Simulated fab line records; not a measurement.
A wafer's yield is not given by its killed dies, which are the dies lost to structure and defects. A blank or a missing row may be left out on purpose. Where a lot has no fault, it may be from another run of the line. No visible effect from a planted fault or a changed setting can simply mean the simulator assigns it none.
Matching of chambers ; flow nandHarc ; NHARC_A_STAIRCASE_ALD_415 on aldHk-03 has 4 sister chambers
The step deposits SiO2, target thk 30 nm, pulse time 6 s, ald cycles 300. 14 wafers are shown with their chamber, then 7 later ones without.

== WAFERS, EACH WITH ITS CHAMBER ==
wafer;chamber;heaterPowerW (W);precursorPulseHeightRel
L077.1;0;485;0.994
L077.3;1;365;1.005
L077.4;3;458;1.003
L081.1;1;362;0.966
L081.2;0;505;0.992
L081.5;1;369;1.006
L085.1;1;365;1.014
L085.4;2;485;0.975
L085.6;0;481;1.006
L090.1;0;490;0.975
L090.4;2;495;1.003
L090.6;3;452;1.006
L089.1;2;492;0.996
L089.3;0;465;0.993

SIGNATURES (averages over the wafers above)
reading;chamber 0;chamber 1;chamber 2;chamber 3;scatter within a chamber
heaterPowerW;485.20;365.25;490.67;455.00;9.68
precursorPulseHeightRel;0.99200;0.99775;0.99133;1.00450;0.0152
Rule: for each reading, subtract the chamber's mean from the wafer's reading, divide by that reading's scatter and square the result; add these up over the readings and take the root, which gives the wafer's distance from the chamber. If the next closest chamber is less than 2 further off than the closest, the wafer can't be placed; otherwise it belongs to the closest. The scatter is the square root of a quotient: the sum, over the shown wafers, of each reading's squared deviation from its chamber's mean, divided by wafers minus chambers.

== WAFERS WHOSE CHAMBER IS MISSING ==
wafer;heaterPowerW (W);precursorPulseHeightRel
L089.6;498;1.011
L095.3;452;1.017
L095.4;377;0.985
L095.5;473;0.995
L097.3;459;0.994
L097.4;369;0.966
L097.6;493;0.968

== CHAMBER TAKEN BY EACH ==
wafer;from the rows above;in truth
L089.6;can't be placed: 2 or 0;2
L095.3;3;3
L095.4;1;1
L095.5;can't be placed: 0 or 2 or 3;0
L097.3;can't be placed: 3 or 0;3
L097.4;1;1
L097.6;can't be placed: 2 or 0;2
Correct placement for 3 of the 7. From these rows, 4 cannot be placed; in 4 the true chamber is one of the candidates. Number placed wrongly: 0.
